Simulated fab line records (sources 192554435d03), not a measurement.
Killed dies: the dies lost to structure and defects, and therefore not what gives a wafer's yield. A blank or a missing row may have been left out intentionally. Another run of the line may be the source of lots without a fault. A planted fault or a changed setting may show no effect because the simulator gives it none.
fab line records -- flow n5_finfet -- part 2 of 2: steps 10 to 10 of 10
[record] lots = 8, wafers = 20, last_day = 18
route steps=1938 shown BEOL_M4@1111 BEOL_M11@1586 BEOL_M15@1830 PASSIVATION@1936
lots that met no fault: from a run of the same line without faults
start_h: hours from the record's opening day to when the first of the lot's shown wafers began -- wait_h: hours from the lot's prior step to this one -- " the same as in the row above -- L1.1+2: a single row standing in for several wafers -- - no value present, or no start provided -- * or withheld: withheld -- < > ~ a bound
route shown NAME@n: a module of which the file shows steps, and the number in the route of the first -- usual: mean/standard deviation taken from wafers without a fault -- same: alike in all rows -- chamber/n: place in a boat -- sites: readings site by site -- _std_site: the standard deviation of these -- _edge_site: the outer-site mean with the inner-site mean subtracted -- radius_mm: how far each site lies from the wafer's centre -- mask NAME#n: copy n -- behind: tool/chamber where the wafer was last shaped -- hold: why the lot was held/for how many hours/how that ended -- device: which transistor (n, p or np) failed to switch -- end of line: the tests these same wafers got at the end of their route -- for a step that has no rows: nothing shown but its recipe -- killed: dies that structure and defects cost at the first sort, which is not the same as the wafer's yield -- map: a wafer's dies, x killed, . not, _ none there
set.NAME: the setting as run; set.NAME@STEP: as run at that earlier step -- model.NAME: the simulator's own value behind a step, which no gauge read
steps of the route over a sample of lots; a table a step, a row a wafer
services: a tool's chamber out of use, with start hour (start_h, from the record's first day; less than 0 if before it), hours out, and reason
[[steps]]
[step N5_PASSIVATION_PROBE_49]
[usual] defect_limited_yield = 91.1/1.3, killed_at_M0_to_M3 = 32/9.7, killed_at_M4_up = 16/6, killed_at_contacts = 12/5.9, killed_at_front_end = 41/11, killed_at_other = 4/3.1, killed_dies = 104/16, killed_open = 68/12, killed_short = 34/7.4, sort_bin_4_leakage = 0/0, sort_bin_5_function = 5.1/0.85, sort_bin_6_memory = 3.3/0.66, sort_bin_8_speed = 0.1/0.53, sort_n_pass = 1075/16
[same] gross_dies = 1180, killed_at_back_side = 0
lot.wafer,tool,chamber,start_h,wait_h,defect_limited_yield[%],killed_at_M0_to_M3,killed_at_M4_up,killed_at_contacts,killed_at_front_end,killed_at_other,killed_dies,killed_open,killed_short,sort_bin_4_leakage[%],sort_bin_5_function[%],sort_bin_6_memory[%],sort_bin_8_speed[%],sort_n_pass
L450.4,prober-01,-,285.25,0.3,91.4,42,12,9,32,7,102,59,37,0,4.9,3.4,0,1078
L450.6,prober-01,-,285.35,0.4,93.0,21,4,14,44,0,83,60,23,0,4.2,2.6,0.3,1093
L462.2,prober-01,-,367.61,0.1,89.9,34,11,9,54,11,119,69,43,0,6.4,2.6,0.1,1061
L462.6,prober-01,-,367.81,0.3,88.8,50,17,12,42,11,132,81,51,0,6.4,4.4,0,1048
L466.1,prober-02,-,394.65,0.0,88.2,14,85,12,26,2,139,49,20,0,6.4,2.9,1.7,1037
L466.3,prober-02,-,394.75,0.1,82.0,21,133,12,45,1,212,63,30,0,11.9,3.5,0.3,968
L466.5,prober-02,-,394.85,0.2,83.0,22,130,7,31,11,201,57,28,0,11.0,3.9,0.4,979
L465.2,prober-02,-,399.00,0.1,89.4,45,17,10,53,0,125,81,31,0.68,5.7,3.8,0.6,1047
L465.4,prober-02,-,399.10,0.2,86.4,43,33,14,62,8,160,81,48,0.17,5.4,4.9,1.9,1018
L465.6,prober-02,-,399.20,0.3,89.9,63,9,11,33,3,119,79,37,0.76,6.3,3.3,0.3,1052
L467.1,prober-01,-,399.94,0.0,83.6,17,136,6,35,0,194,51,27,0,11.4,3.1,0.2,986
L467.2,prober-01,-,399.99,0.1,81.9,23,135,10,42,3,213,56,34,0,9.7,5.2,0.7,967
L467.4,prober-01,-,400.09,0.2,86.7,14,106,5,29,3,157,38,25,0,9.2,3.0,0.2,1023
L470.3,prober-02,-,425.73,0.1,90.1,40,19,12,41,5,117,81,31,0,5.7,3.9,0,1063
L470.5,prober-02,-,425.83,0.2,91.8,33,7,17,36,4,97,66,30,0,4.4,3.3,0,1083
L472.4,prober-01,-,430.62,0.2,91.5,35,13,8,32,12,100,60,34,0,4.9,2.9,0,1080
L472.5,prober-01,-,430.67,0.2,89.9,36,20,7,49,7,119,68,43,0,4.9,3.8,0,1061
L472.6,prober-01,-,430.72,0.3,90.7,30,25,10,35,10,110,77,32,0,5.3,3.8,0,1070
L473.2,prober-02,-,442.78,0.6,89.1,38,13,13,60,5,129,87,34,0,6.8,3.1,0,1051
L473.4,prober-02,-,442.88,0.7,91.1,40,9,8,48,0,105,60,43,0,5.1,3.5,0,1075
// killed by level:class
L450.4 BEOL_M0:geometric_particle:short=11 STI_FIN_REVEAL:geometric_particle:open=9 BEOL_M0_SAQP:geometric_particle:short=8 BEOL_M0_SAQP:geometric_particle:open=8 BEOL_M0:geometric_particle:open=8 FIN_SAQP:geometric_particle:open=5 MOL_CONTACT_COAG:geometric_particle:open=5 DUMMY_GATE:geometric_particle:open=4
L450.6 MOL_CONTACT_COAG:geometric_particle:open=13 FIN_SAQP:geometric_particle:open=10 STI_FIN_REVEAL:geometric_particle:open=9 BEOL_M0_SAQP:geometric_particle:open=5 BEOL_M1:geometric_particle:open=5 STARTING-WAFER:geometric_particle:open=5 FIN_SAQP:geometric_particle:short=4 GATE_CUT:geometric_particle:short=4
L462.2 FIN_SAQP:geometric_particle:short=14 BEOL_M0_SAQP:geometric_particle:open=11 FIN_SAQP:geometric_particle:open=9 GATE_CUT:geometric_particle:open=9 GATE_CUT:geometric_particle:short=6 MOL_CONTACT_COAG:geometric_particle:open=6 BEOL_M0_SAQP:geometric_particle:short=6 HKMG_FIN:area_etch=6
L462.6 FIN_SAQP:geometric_particle:open=10 BEOL_M3:geometric_particle:open=10 GATE_CUT:geometric_particle:short=10 MOL_CONTACT_COAG:geometric_particle:open=9 BEOL_M4:geometric_particle:open=8 BEOL_M0_SAQP:geometric_particle:open=8 BEOL_M0:geometric_particle:open=7 PAD_METAL:geometric_particle:short=7
L466.1 BEOL_M10:unspecified=53 BEOL_M11:area_ecd=16 MOL_CONTACT_COAG:geometric_particle:open=10 STI_FIN_REVEAL:geometric_particle:open=8 BEOL_M4:geometric_particle:open=5 FIN_SAQP:geometric_particle:open=4 GATE_CUT:geometric_particle:short=3 BEOL_M0_SAQP:geometric_particle:open=3
L466.3 BEOL_M10:unspecified=115 FIN_SAQP:geometric_particle:short=12 FIN_SAQP:geometric_particle:open=11 STI_FIN_REVEAL:geometric_particle:open=10 MOL_CONTACT_COAG:geometric_particle:open=10 BEOL_M4:geometric_particle:open=8 BEOL_M0_SAQP:geometric_particle:open=5 BEOL_M3:geometric_particle:open=5
L466.5 BEOL_M10:unspecified=111 FIN_SAQP:geometric_particle:open=10 STI_FIN_REVEAL:geometric_particle:open=6 BEOL_M3:geometric_particle:open=6 FIN_SAQP:geometric_particle:short=5 MOL_CONTACT_COAG:geometric_particle:open=5 BEOL_M0_SAQP:geometric_particle:open=5 MIM_TOP_ETCH:geometric_particle:short=5
L465.2 FIN_SAQP:geometric_particle:open=14 BEOL_M3:geometric_particle:open=12 BEOL_M0_SAQP:geometric_particle:open=11 FIN_SAQP:geometric_particle:short=10 BEOL_M2:geometric_particle:open=9 MOL_CONTACT_COAG:geometric_particle:open=7 BEOL_M0_SAQP:geometric_particle:short=7 BEOL_M11:area_ecd=7
L465.4 BEOL_M11:area_ecd=22 FIN_SAQP:geometric_particle:open=14 MOL_CONTACT_COAG:geometric_particle:open=13 BEOL_M0_SAQP:geometric_particle:short=13 BEOL_M2:geometric_particle:open=11 FIN_SAQP:geometric_particle:short=10 HKMG_FIN:area_etch=9 BEOL_M0_SAQP:geometric_particle:open=7
L465.6 BEOL_M2:geometric_particle:open=16 BEOL_M0_SAQP:geometric_particle:short=14 BEOL_M0_SAQP:geometric_particle:open=13 FIN_SAQP:geometric_particle:open=11 MOL_CONTACT_COAG:geometric_particle:open=10 FIN_SAQP:geometric_particle:short=8 BEOL_M3:geometric_particle:open=8 STI_FIN_REVEAL:geometric_particle:open=4
L467.1 BEOL_M10:unspecified=113 BEOL_M3:geometric_particle:open=7 FIN_SAQP:geometric_particle:short=6 BEOL_M4:geometric_particle:open=6 DUMMY_GATE:geometric_particle:open=5 BEOL_M2:geometric_particle:open=5 STARTING-WAFER:geometric_particle:open=5 GATE_CUT:geometric_particle:short=4
L467.2 BEOL_M10:unspecified=110 STI_FIN_REVEAL:geometric_particle:open=11 BEOL_M4:geometric_particle:open=8 BEOL_M11:area_ecd=8 BEOL_M0_SAQP:geometric_particle:open=7 DUMMY_GATE:geometric_particle:open=6 MOL_CONTACT_COAG:geometric_particle:open=6 HKMG_FIN:area_etch=5
L467.4 BEOL_M10:unspecified=91 FIN_SAQP:geometric_particle:short=9 DUMMY_GATE:geometric_particle:open=6 MOL_CONTACT_COAG:geometric_particle:open=4 BEOL_M3:geometric_particle:open=4 GATE_CUT:geometric_particle:short=3 BEOL_M5:geometric_particle:open=3 PASS1_DEP:geometric_particle:open=3
L470.3 FIN_SAQP:geometric_particle:open=13 BEOL_M0_SAQP:geometric_particle:open=11 MOL_CONTACT_COAG:geometric_particle:open=10 BEOL_M3:geometric_particle:open=9 BEOL_M0_SAQP:geometric_particle:short=8 BEOL_M4:geometric_particle:open=6 STI_FIN_REVEAL:geometric_particle:open=5 GATE_CUT:geometric_particle:short=5
L470.5 MOL_CONTACT_COAG:geometric_particle:open=12 BEOL_M3:geometric_particle:open=11 DUMMY_GATE:geometric_particle:open=9 BEOL_M0_SAQP:geometric_particle:open=6 GATE_CUT:geometric_particle:open=5 MOL_CONTACT_COAG:geometric_particle:short=5 BEOL_M0_SAQP:geometric_particle:short=4 DUMMY_GATE:geometric_particle:short=4
L472.4 BEOL_M3:geometric_particle:open=11 FIN_SAQP:geometric_particle:open=8 MOL_CONTACT_COAG:geometric_particle:open=7 BEOL_M0_SAQP:geometric_particle:short=6 BEOL_M4:geometric_particle:open=6 HKMG_FIN:area_etch=6 FIN_SAQP:geometric_particle:short=4 BEOL_M0_SAQP:geometric_particle:open=4
L472.5 FIN_SAQP:geometric_particle:short=10 BEOL_M3:geometric_particle:open=9 STI_FIN_REVEAL:geometric_particle:open=8 BEOL_M4:geometric_particle:open=8 HKMG_FIN:area_etch=8 BEOL_M2:geometric_particle:short=6 BEOL_M0_SAQP:geometric_particle:short=5 DUMMY_GATE:geometric_particle:open=5
L472.6 FIN_SAQP:geometric_particle:short=13 BEOL_M4:geometric_particle:open=12 MOL_CONTACT_COAG:geometric_particle:open=10 BEOL_M3:geometric_particle:open=9 BEOL_M2:geometric_particle:open=7 BEOL_M0_SAQP:geometric_particle:short=6 FIN_SAQP:geometric_particle:open=5 STARTING-WAFER:geometric_particle:open=5
L473.2 FIN_SAQP:geometric_particle:open=18 FIN_SAQP:geometric_particle:short=14 MOL_CONTACT_COAG:geometric_particle:open=11 STI_FIN_REVEAL:geometric_particle:open=8 BEOL_M0_SAQP:geometric_particle:open=8 HKMG_FIN:area_etch=8 BEOL_M1:geometric_particle:open=7 BEOL_M3:geometric_particle:open=7
L473.4 STI_FIN_REVEAL:geometric_particle:open=12 BEOL_M0_SAQP:geometric_particle:short=12 FIN_SAQP:geometric_particle:short=9 FIN_SAQP:geometric_particle:open=9 BEOL_M1:geometric_particle:open=8 DUMMY_GATE:geometric_particle:open=6 MOL_CONTACT_COAG:geometric_particle:open=6 BEOL_M2:geometric_particle:open=5
[[services]]
tool,chamber,start_h,hours,kind
uv_cure-01,-,211.02,1.0,pm
uv_cure-01,-,248.69,7.5,pm
ecd_cu-02,-,254.18,1.9,repair
cmp-03,-,265.10,2.1,repair
ecd_cu-02,-,283.06,1.0,repair
uv_cure-02,-,306.34,2.1,pm
rtp_anneal-02,-,316.34,5.9,pm
cmp-02,-,320.10,1.7,repair
cmp-02,-,323.33,4.0,pm
cmp-02,-,327.33,-,consumable_replace:conditioner
cmp-02,-,327.33,-,consumable_replace:pad
uv_cure-01,-,328.81,2.1,pm
cmp-02,-,332.21,2.9,repair
uv_cure-03,-,337.31,2.8,pm
uv_cure-03,-,352.91,14.6,pm
uv_cure-02,-,363.06,7.5,pm
uv_cure-02,-,370.61,2.8,pm
uv_cure-02,-,373.96,3.8,repair
cmp-04,-,374.61,1.0,repair
uv_cure-03,-,383.14,30.2,repair
cmp-02,-,383.18,5.2,pm
[[key]]
[first_sign] step = N5_BEOL_M11_CMP_52, reading = time_to_endpoint_s, direction = down, sigmas = 12, usual = *, struck = *
[effect] step = N5_BEOL_M11_THK_MEAS_53, reading = M11_THK, direction = down, sigmas = 9.2, usual = 139, struck = 90
[effect] step = N5_BEOL_M11_RS_MEAS_57, reading = M11_RS, direction = up, sigmas = 16, usual = 0.151, struck = 0.248
[effect] step = N5_BEOL_M15_RC_MEAS_101, reading = SERP_M11, direction = up, sigmas = 15, usual = 3.08, struck = 4.99
[effect] step = N5_PASSIVATION_PROBE_49, reading = killed_at_M4_up, direction = up, sigmas = 12, usual = 16, struck = 87, wafers_moved = 7
met_at N5_BEOL_M11_ECD_50
struck_lots L465,L466,L467
not_acting_at N5_BEOL_M11_CD_MEAS_35,N5_BEOL_M11_CURE_72,N5_BEOL_M11_ANNEAL_51
onset_between 324.03 353.32
[earlier_fault] kind = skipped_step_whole, tool = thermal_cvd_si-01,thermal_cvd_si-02, chamber = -, onset_h = 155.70, steps = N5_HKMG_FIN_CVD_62, scope = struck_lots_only
[earlier_fault] kind = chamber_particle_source, tool = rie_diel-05, chamber = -, onset_h = 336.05, steps = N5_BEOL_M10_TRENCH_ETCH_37, rate_per_visit_cm2 = 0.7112
[fault] kind = process_parameter_drift, tool = ecd_cu-01, chamber = -, onset_h = 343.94, steps = N5_BEOL_M11_ECD_50, channel = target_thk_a, offset = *, shape = step, acts_in = *, stated = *
